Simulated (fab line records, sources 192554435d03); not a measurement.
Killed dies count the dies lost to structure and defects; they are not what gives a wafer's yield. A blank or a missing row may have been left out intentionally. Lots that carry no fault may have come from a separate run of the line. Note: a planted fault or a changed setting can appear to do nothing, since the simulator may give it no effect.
fab line records ; flow n5-finfet
record lots=10; wafers=28; last-day=17
route steps=1938 shown BEOL_M1@822 BEOL_M2@856 BEOL_M4@1111 PASSIVATION@1936
lots that met no fault: taken from a fault-free run of the same line
start-h: the number of hours between the record's first day and the start of the first shown wafer of the lot ; wait-h: time in hours since the lot's previous step ; " as in the row above ; L1.1+2: a single row standing in for several wafers ; - no value present, or no start provided ; * or withheld: withheld ; < > ~ a bound
route shown NAME@n: NAME is a module with steps in the file, n the number in the route of the first one ; usual: average and standard deviation across the fault-free wafers ; same: alike in all rows ; chamber/n: place in a boat ; sites: readings site by site ; _std_site: standard deviation of those values ; _edge_site: mean of outer sites minus mean of inner sites ; radius-mm: for every site, how far away it sits from the centre of the wafer ; mask NAME#n: copy n ; behind: tool/chamber where the wafer was last shaped ; hold: why the lot was held/for how many hours/how that ended ; device: names the non-switching transistor (n, p or np) ; end of line: the route-end tests of the same wafers ; a step given without rows: its recipe and nothing more ; killed: count of dies lost to structure and defects at first sort (not the wafer's yield) ; map: a wafer's dies, marking killed ones x, the rest . and places with no die _
set.NAME: the setting as run; set.NAME@STEP: as run at that earlier step ; model.NAME: the simulator's own value behind a step, which no gauge read
a sample of lots followed through the steps of the route, with each step as a table and each wafer as a row
services: from which hour (start-h, from the record's first day; less than 0 if before it) a tool's chamber was out of use, for how many hours, and why
## steps
# step N5_BEOL_M1_SPUTTER_88
# recipe material=Cu; target-thk-a=45; temp-c=-20; chamber-pressure-pa=0.07; power-w=withheld; time-s=8.29
# usual substrate-temp-c=-19.98/0.11; throttle-valve-pct=30.1/0.96
lot.wafer;tool;chamber;start-h;wait-h;substrate-temp-c;throttle-valve-pct
L762.3;pvd-sputter-02;-;129.95;0.1;-20.04;30.5
L762.4;pvd-sputter-02;-;129.95;0.1;-19.81;31.5
L762.5;pvd-sputter-02;-;129.95;0.1;-19.69;31.4
L766.1;pvd-sputter-01;-;149.83;0.1;-19.86;28.9
L766.2;pvd-sputter-01;-;149.83;0.1;-19.82;31.4
L766.6;pvd-sputter-01;-;149.83;0.1;-20.02;31.1
L768.1;pvd-sputter-02;-;160.75;0.1;-19.89;30.2
L768.3;pvd-sputter-02;-;160.75;0.1;-20.13;30.8
L768.5;pvd-sputter-02;-;160.75;0.1;-20.05;30.8
L767.4;pvd-sputter-03;-;161.11;0.0;-20.01;28.6
L767.5;pvd-sputter-03;-;161.11;0.0;-20.13;30.1
L769.2;pvd-sputter-03;-;172.60;0.1;-19.88;30.3
L769.4;pvd-sputter-03;-;172.60;0.1;-19.97;28.3
L769.6;pvd-sputter-03;-;172.60;0.1;-20.00;29.5
L771.3;pvd-sputter-03;-;190.96;0.1;-20.11;30.4
L771.5;pvd-sputter-03;-;190.96;0.1;-19.98;30.1
L771.6;pvd-sputter-03;-;190.96;0.1;-19.84;28.6
L773.1;pvd-sputter-02;-;192.79;0.1;-20.09;30.7
L773.6;pvd-sputter-02;-;192.79;0.1;-19.94;31.5
L780.2;pvd-sputter-03;-;243.11;0.1;-20.02;28.8
L780.3;pvd-sputter-03;-;243.11;0.1;-20.01;30.0
L780.5;pvd-sputter-03;-;243.11;0.1;-19.99;30.0
L784.3;pvd-sputter-03;-;260.94;0.1;-19.90;30.2
L784.5;pvd-sputter-03;-;260.94;0.1;-20.16;29.2
L784.6;pvd-sputter-03;-;260.94;0.1;-19.89;30.3
L785.1;pvd-sputter-01;-;265.42;0.1;-20.11;29.3
L785.2;pvd-sputter-01;-;265.42;0.1;-19.92;31.4
L785.6;pvd-sputter-01;-;265.42;0.1;-20.07;29.2
# step N5_BEOL_M1_ANNEAL_91
# recipe temp-c=400; time-s=240; ambient=vacuum
# usual heater-power-w=811/69
lot.wafer;tool;chamber;start-h;wait-h;heater-power-w
L762.3;pvd-sputter-02;-;130.25;0.0;708
L762.4;pvd-sputter-02;-;130.25;0.0;816
L762.5;pvd-sputter-02;-;130.25;0.0;853
L766.1;pvd-sputter-01;-;150.15;0.0;882
L766.2;pvd-sputter-01;-;150.15;0.0;951
L766.6;pvd-sputter-01;-;150.15;0.0;777
L768.1;pvd-sputter-02;-;161.05;0.0;724
L768.3;pvd-sputter-02;-;161.05;0.0;761
L768.5;pvd-sputter-02;-;161.05;0.0;769
L767.4;pvd-sputter-03;-;161.44;0.1;805
L767.5;pvd-sputter-03;-;161.44;0.1;788
L769.2;pvd-sputter-03;-;172.90;0.0;776
L769.4;pvd-sputter-03;-;172.90;0.0;811
L769.6;pvd-sputter-03;-;172.90;0.0;847
L771.3;pvd-sputter-03;-;191.26;0.0;757
L771.5;pvd-sputter-03;-;191.26;0.0;769
L771.6;pvd-sputter-03;-;191.26;0.0;808
L773.1;pvd-sputter-02;-;193.09;0.0;699
L773.6;pvd-sputter-02;-;193.09;0.0;833
L780.2;pvd-sputter-03;-;243.41;0.0;810
L780.3;pvd-sputter-03;-;243.41;0.0;782
L780.5;pvd-sputter-03;-;243.41;0.0;773
L784.3;pvd-sputter-03;-;261.24;0.0;713
L784.5;pvd-sputter-03;-;261.24;0.0;836
L784.6;pvd-sputter-03;-;261.24;0.0;700
L785.1;pvd-sputter-01;-;265.72;0.0;925
L785.2;pvd-sputter-01;-;265.72;0.0;933
L785.6;pvd-sputter-01;-;265.72;0.0;801
# step N5_BEOL_M1_ANNEAL_51
# recipe temp-c=225; time-s=90; ambient=N2
# usual anneal-temp-c=225.00/0.21; wafer_temp_C_max=226.0/0.31
lot.wafer;tool;chamber;start-h;wait-h;anneal-temp-c;wafer_temp_C_max
L762.3;rtp-anneal-02;0;131.12;0.1;225.03;226.4
L762.4;rtp-anneal-02;0;131.12;0.1;224.75;226.7
L762.5;rtp-anneal-02;0;131.12;0.1;225.11;226.1
L766.1;rtp-anneal-01;0;150.99;0.1;225.14;225.4
L766.2;rtp-anneal-01;0;150.99;0.1;224.97;225.7
L766.6;rtp-anneal-01;0;150.99;0.1;224.91;225.9
L768.1;rtp-anneal-02;0;161.82;0.1;224.75;226.3
L768.3;rtp-anneal-02;0;161.82;0.1;224.87;226.0
L768.5;rtp-anneal-02;0;161.82;0.1;225.10;226.4
L767.4;rtp-anneal-01;0;162.28;0.2;224.82;225.8
L767.5;rtp-anneal-01;0;162.28;0.2;224.81;225.9
L769.2;rtp-anneal-02;0;173.72;0.1;224.75;226.3
L769.4;rtp-anneal-02;0;173.72;0.1;224.83;226.1
L769.6;rtp-anneal-02;0;173.72;0.1;224.88;225.9
L771.3;rtp-anneal-02;0;192.13;0.1;225.28;225.9
L771.5;rtp-anneal-02;0;192.13;0.1;224.95;226.0
L771.6;rtp-anneal-02;0;192.13;0.1;224.94;226.3
L773.1;rtp-anneal-01;0;194.16;0.4;224.92;225.4
L773.6;rtp-anneal-01;0;194.16;0.4;225.00;225.7
L780.2;rtp-anneal-02;0;244.23;0.1;225.18;225.8
L780.3;rtp-anneal-02;0;244.23;0.1;224.98;226.3
L780.5;rtp-anneal-02;0;244.23;0.1;224.94;226.0
L784.3;rtp-anneal-02;0;262.21;0.2;225.14;226.0
L784.5;rtp-anneal-02;0;262.21;0.2;225.02;226.1
L784.6;rtp-anneal-02;0;262.21;0.2;225.42;226.2
L785.1;rtp-anneal-02;0;266.49;0.1;224.81;226.5
L785.2;rtp-anneal-02;0;266.49;0.1;225.07;226.6
L785.6;rtp-anneal-02;0;266.49;0.1;225.01;226.1
# step N5_BEOL_M1_PRE_CLEAN_56
# recipe gas=NH3; time-s=15; temp-c=withheld; rf-power-w=300
lot.wafer;tool;chamber;start-h;wait-h
L762.3+4+5;pecvd-01;1,2,0;131.86;0.1
L766.1+2+6;pecvd-01;0,2,2;151.76;0.1
L768.1+3+5;pecvd-01;2,1,0;162.58;0.1
L767.4+5;pecvd-03;2,0;162.92;0.0
L769.2+4+6;pecvd-01;0,0,2;174.57;0.1
L771.3+5+6;pecvd-01;0,2,1;192.80;0.1
L773.1+6;pecvd-02;0;194.92;0.1
L780.2+3+5;pecvd-01;2,1,2;244.95;0.1
L784.3+5+6;pecvd-03;1,0,1;262.88;0.1
L785.1+2+6;pecvd-02;1,2,1;267.25;0.1
# step N5_BEOL_M1_INSPECT_59
# recipe inspect-instrument=darkfield; mode=post-dep
# usual raw-defect-count=66/20
lot.wafer;tool;chamber;start-h;wait-h;raw-defect-count
L762.3;defect-inspect-02;-;131.99;0.0;58
L762.4;defect-inspect-02;-;131.99;0.0;79
L762.5;defect-inspect-02;-;131.99;0.0;56
L766.1;defect-inspect-02;-;151.91;0.0;45
L766.2;defect-inspect-02;-;151.91;0.0;37
L766.6;defect-inspect-02;-;151.91;0.0;36
L768.1;defect-inspect-01;-;162.70;0.0;61
L768.3;defect-inspect-01;-;162.70;0.0;108
L768.5;defect-inspect-01;-;162.70;0.0;88
L767.4;defect-inspect-01;-;163.03;0.0;75
L767.5;defect-inspect-01;-;163.03;0.0;71
L769.2;defect-inspect-01;-;174.70;0.0;940
L769.4;defect-inspect-01;-;174.70;0.0;939
L769.6;defect-inspect-01;-;174.70;0.0;889
L771.3;defect-inspect-01;-;192.92;0.0;1022
L771.5;defect-inspect-01;-;192.92;0.0;1022
L771.6;defect-inspect-01;-;192.92;0.0;991
L773.1;defect-inspect-02;-;195.04;0.0;66
L773.6;defect-inspect-02;-;195.04;0.0;46
L780.2;defect-inspect-01;-;245.27;0.0;42
L780.3;defect-inspect-01;-;245.27;0.0;41
L780.5;defect-inspect-01;-;245.27;0.0;52
L784.3;defect-inspect-01;-;263.00;0.0;50
L784.5;defect-inspect-01;-;263.00;0.0;87
L784.6;defect-inspect-01;-;263.00;0.0;79
L785.1;defect-inspect-01;-;267.37;0.0;52
L785.2;defect-inspect-01;-;267.37;0.0;70
L785.6;defect-inspect-01;-;267.37;0.0;49
# step N5_BEOL_M2_INSPECT_13
# recipe mode=adi; inspect-instrument=brightfield
# usual raw-defect-count=388/78
lot.wafer;tool;chamber;start-h;wait-h;raw-defect-count
L762.3;defect-inspect-02;-;133.34;0.0;325
L762.4;defect-inspect-02;-;133.34;0.0;472
L762.5;defect-inspect-02;-;133.34;0.0;416
L766.1;defect-inspect-02;-;152.86;0.1;272
L766.2;defect-inspect-02;-;152.86;0.1;299
L766.6;defect-inspect-02;-;152.86;0.1;371
L768.1;defect-inspect-01;-;163.75;0.1;345
L768.3;defect-inspect-01;-;163.75;0.1;438
L768.5;defect-inspect-01;-;163.75;0.1;499
L767.4;defect-inspect-01;-;165.30;0.0;375
L767.5;defect-inspect-01;-;165.30;0.0;380
L769.2;defect-inspect-02;-;177.35;0.0;1289
L769.4;defect-inspect-02;-;177.35;0.0;1409
L769.6;defect-inspect-02;-;177.35;0.0;1231
L771.3;defect-inspect-01;-;194.33;0.0;1300
L771.5;defect-inspect-01;-;194.33;0.0;1288
L771.6;defect-inspect-01;-;194.33;0.0;1233
L773.1;defect-inspect-01;-;198.05;0.1;318
L773.6;defect-inspect-01;-;198.05;0.1;337
L780.2;defect-inspect-01;-;247.89;0.0;389
L780.3;defect-inspect-01;-;247.89;0.0;403
L780.5;defect-inspect-01;-;247.89;0.0;287
L784.3;defect-inspect-01;-;263.77;0.0;345
L784.5;defect-inspect-01;-;263.77;0.0;312
L784.6;defect-inspect-01;-;263.77;0.0;366
L785.1;defect-inspect-01;-;269.79;0.1;316
L785.2;defect-inspect-01;-;269.79;0.1;465
L785.6;defect-inspect-01;-;269.79;0.1;284
# step N5_BEOL_M4_RC_MEAS_101
# usual DIBL_N=36.8/2.2; DIBL_P=37.1/2.8; IOFF_N=0.17/0.04; IOFF_P=0.22/0.049; ION_N=672/16; ION_P=460/9.2; SS_N=71.6/0.69; SS_P=73.5/0.78; VT_N=249/3.6; VT_P=-250/3.9
lot.wafer;tool;chamber;start-h;wait-h;DIBL_N[mV/V];DIBL_P[mV/V];IOFF_N[nA/um];IOFF_P[nA/um];ION_N[uA/um];ION_P[uA/um];SS_N[mV/dec];SS_P[mV/dec];VT_N[mV];VT_P[mV]
L762.3;prober-01;0;158.88;0.3;34.6;32.9;0.13;0.15;677;457;71.2;72.6;251;-253
L762.4;prober-01;0;158.88;0.3;39.5;37.6;0.21;0.21;667;451;72.4;74.0;249;-253
L762.5;prober-01;0;158.88;0.3;40.4;38.7;0.24;0.22;674;450;72.4;73.6;247;-254
L766.1;prober-01;0;179.49;0.0;38.7;39.2;0.19;0.25;684;468;71.9;74.3;246;-246
L766.2;prober-01;0;179.49;0.0;37.9;38.7;0.18;0.24;680;468;72.0;73.4;245;-248
L766.6;prober-01;0;179.49;0.0;39.3;41.2;0.21;0.31;684;468;72.5;74.8;245;-247
L768.1;prober-02;0;186.90;0.0;30.5;28.5;0.08;0.11;647;444;70.0;72.0;257;-259
L768.3;prober-02;0;186.90;0.0;38.6;40.2;0.21;0.25;664;456;72.3;74.9;248;-253
L768.5;prober-02;0;186.90;0.0;37.9;38.6;0.20;0.22;683;463;72.4;74.4;248;-251
L767.4;prober-02;0;197.07;0.5;36.1;34.9;0.16;0.19;670;455;70.3;73.5;245;-252
L767.5;prober-02;0;197.07;0.5;37.4;35.9;0.16;0.20;672;454;71.9;73.1;251;-250
L769.2;prober-02;0;207.81;0.2;39.7;40.3;0.22;0.27;696;471;72.1;74.9;244;-250
L769.4;prober-02;0;207.81;0.2;41.1;40.2;0.22;0.25;664;456;71.5;73.9;246;-250
L769.6;prober-02;0;207.81;0.2;41.0;41.1;0.23;0.27;691;469;72.2;74.3;244;-247
L771.3;prober-02;0;217.99;0.5;38.0;36.5;0.16;0.18;685;457;72.0;73.2;247;-256
L771.5;prober-02;0;217.99;0.5;40.2;39.2;0.20;0.22;680;454;72.6;73.5;247;-251
L771.6;prober-02;0;217.99;0.5;38.8;37.6;0.19;0.19;688;461;71.1;72.6;245;-253
L773.1;prober-01;0;226.17;0.0;32.9;31.9;0.10;0.13;647;440;70.6;71.9;260;-257
L773.6;prober-01;0;226.17;0.0;37.9;39.1;0.19;0.24;674;455;71.9;74.7;247;-251
L780.2;prober-02;0;280.17;0.2;34.0;33.7;0.13;0.19;664;458;70.4;73.1;252;-252
L780.3;prober-02;0;280.17;0.2;36.2;35.2;0.15;0.20;652;452;71.9;73.1;252;-254
L780.5;prober-02;0;280.17;0.2;34.6;33.4;0.14;0.17;659;455;71.2;73.2;250;-253
L784.3;prober-02;0;303.15;0.3;34.2;34.1;0.13;0.16;643;441;72.1;72.9;254;-256
L784.5;prober-02;0;303.15;0.3;34.4;35.3;0.13;0.18;671;459;71.4;73.7;253;-255
L784.6;prober-02;0;303.15;0.3;36.8;37.6;0.17;0.21;685;456;72.5;74.1;248;-252
L785.1;prober-01;0;304.53;0.0;37.5;38.1;0.20;0.27;678;460;72.5;73.3;244;-244
L785.2;prober-01;0;304.53;0.0;37.0;37.6;0.18;0.27;678;468;71.6;73.6;248;-244
L785.6;prober-01;0;304.53;0.0;37.4;38.8;0.21;0.29;691;465;72.0;72.6;245;-242
# step N5_PASSIVATION_PROBE_49
# usual defect-limited-yield=91.1/1.5; killed_at_M0_to_M3=35/11; killed_at_M4_up=13/5.7; killed-at-contacts=12/5.7; killed-at-front-end=40/11; killed-at-other=4/4.4; killed-dies=105/18; killed-on-rim=14/3.9; killed-open=68/14; killed-short=34/7.4; sort_bin_5_function=5.2/1; sort_bin_6_memory=3.3/0.67; sort_bin_8_speed=0.04/0.29; sort-n-pass=1074/18; sort-yield-pct=91.0/1.5
# same gross-dies=1180; killed-at-back-side=0; sort_bin_4_leakage[%]=0
lot.wafer;tool;chamber;start-h;wait-h;defect-limited-yield[%];killed_at_M0_to_M3;killed_at_M4_up;killed-at-contacts;killed-at-front-end;killed-at-other;killed-dies;killed-on-rim;killed-open;killed-short;sort_bin_5_function[%];sort_bin_6_memory[%];sort_bin_8_speed[%];sort-n-pass;sort-yield-pct[%]
L769.2;prober-01;-;313.18;0.1;83.0;123;9;16;52;1;201;34;80;29;10.0;4.0;0;979;83.0
L769.4;prober-01;-;313.28;0.2;84.2;107;21;7;49;2;186;32;80;27;9.9;3.6;0;994;84.2
L769.6;prober-01;-;313.38;0.3;79.8;173;5;5;52;3;238;26;54;47;12.0;5.1;0;942;79.8
L771.3;prober-02;-;319.67;0.1;86.8;106;10;7;33;0;156;26;48;26;8.1;2.9;0;1024;86.8
L771.5;prober-02;-;319.77;0.2;79.4;170;12;6;42;13;243;24;75;21;12.9;4.5;0;937;79.4
L771.6;prober-02;-;319.82;0.3;82.2;153;15;12;28;2;210;21;53;28;11.0;3.7;0;970;82.2
# killed by level:class
L769.2 BEOL_M1:unspecified=85 MOL_CONTACT_COAG:geometric-particle:open=16 FIN_SAQP:geometric-particle:open=14 STI_FIN_REVEAL:geometric-particle:open=10 BEOL_M3:geometric-particle:open=9 BEOL_M0_SAQP:geometric-particle:open=9 BEOL_M0_SAQP:geometric-particle:short=6 HKMG_FIN:area-etch=6
L769.4 BEOL_M1:unspecified=77 FIN_SAQP:geometric-particle:open=14 BEOL_M4:geometric-particle:open=10 BEOL_M3:geometric-particle:open=9 STI_FIN_REVEAL:geometric-particle:open=8 BEOL_M2:geometric-particle:open=6 STARTING-WAFER:geometric-particle:open=6 FIN_SAQP:geometric-particle:short=5
L769.6 BEOL_M1:unspecified=132 FIN_SAQP:geometric-particle:short=19 BEOL_M0_SAQP:geometric-particle:open=8 BEOL_M3:geometric-particle:open=8 FIN_SAQP:geometric-particle:open=7 BEOL_M0_SAQP:geometric-particle:short=7 BEOL_M1:geometric-particle:open=5 DUMMY_GATE:geometric-particle:open=4
L771.3 BEOL_M1:unspecified=81 FIN_SAQP:geometric-particle:open=8 BEOL_M0_SAQP:geometric-particle:open=8 GATE_CUT:geometric-particle:short=7 STI_FIN_REVEAL:geometric-particle:open=6 MOL_CONTACT_COAG:geometric-particle:open=6 BEOL_M0_SAQP:geometric-particle:short=6 ILD0:geometric-particle:open=4
L771.5 BEOL_M1:unspecified=134 STI_FIN_REVEAL:geometric-particle:open=17 BEOL_M2:geometric-particle:open=15 PASSIVATION:area-etch=12 BEOL_M0_SAQP:geometric-particle:open=8 FIN_SAQP:geometric-particle:open=7 MOL_CONTACT_COAG:geometric-particle:open=6 BEOL_M0_SAQP:geometric-particle:short=5
L771.6 BEOL_M1:unspecified=128 MOL_CONTACT_COAG:geometric-particle:open=11 FIN_SAQP:geometric-particle:open=9 BEOL_M0_SAQP:geometric-particle:open=7 BEOL_M0_SAQP:geometric-particle:short=7 FIN_SAQP:geometric-particle:short=5 STI_FIN_REVEAL:geometric-particle:open=4 BEOL_M4:geometric-particle:open=4
## services
tool;chamber;start-h;hours;kind
pecvd-02;2;126.92;23.1;repair
pvd-sputter-01;-;144.28;0.7;repair
pecvd-01;1;151.35;5.3;repair
pecvd-01;-;160.27;1.6;repair
pecvd-01;2;166.77;2.1;scheduled-down
rtp-anneal-02;-;175.38;5.5;pm
pvd-sputter-02;-;177.09;4.0;repair
pecvd-03;-;192.42;28.1;pm
pecvd-02;-;217.23;0.5;repair
pecvd-03;0;225.35;14.4;repair
pecvd-03;1;237.13;6.8;repair
pecvd-01;0;245.86;8.9;repair
## key
first-sign step=N5_BEOL_M1_INSPECT_59; reading=raw-defect-count; direction=up; sigmas=45; usual=66; struck=967
effect step=N5_BEOL_M2_INSPECT_13; reading=raw-defect-count; direction=up; sigmas=12; usual=388; struck=1292
effect step=N5_PASSIVATION_PROBE_49; reading=killed_at_M0_to_M3; direction=up; sigmas=9.5; usual=35; struck=139
more-kills-born-at N5_BEOL_M1_PRE_CLEAN_56@pecvd-01=637
met-at N5_BEOL_M1_PRE_CLEAN_56
struck-lots L769,L771
baseline-loss step=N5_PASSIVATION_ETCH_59; wafers=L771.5
not-acting-at N5_BEOL_M1_SPUTTER_88,N5_BEOL_M1_ANNEAL_91,N5_BEOL_M1_ANNEAL_51
onset-between 162.58 174.57
fault kind=chamber-particle-source; tool=pecvd-01; chamber=-; onset-h=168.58; steps=N5_BEOL_M1_PRE_CLEAN_56; rate-per-visit-cm2=1.3733; end-h=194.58
# baseline-loss: these wafers lose ten dies or more at that step, a loss of the line's own and not of a fault; the sort's usual values leave them out
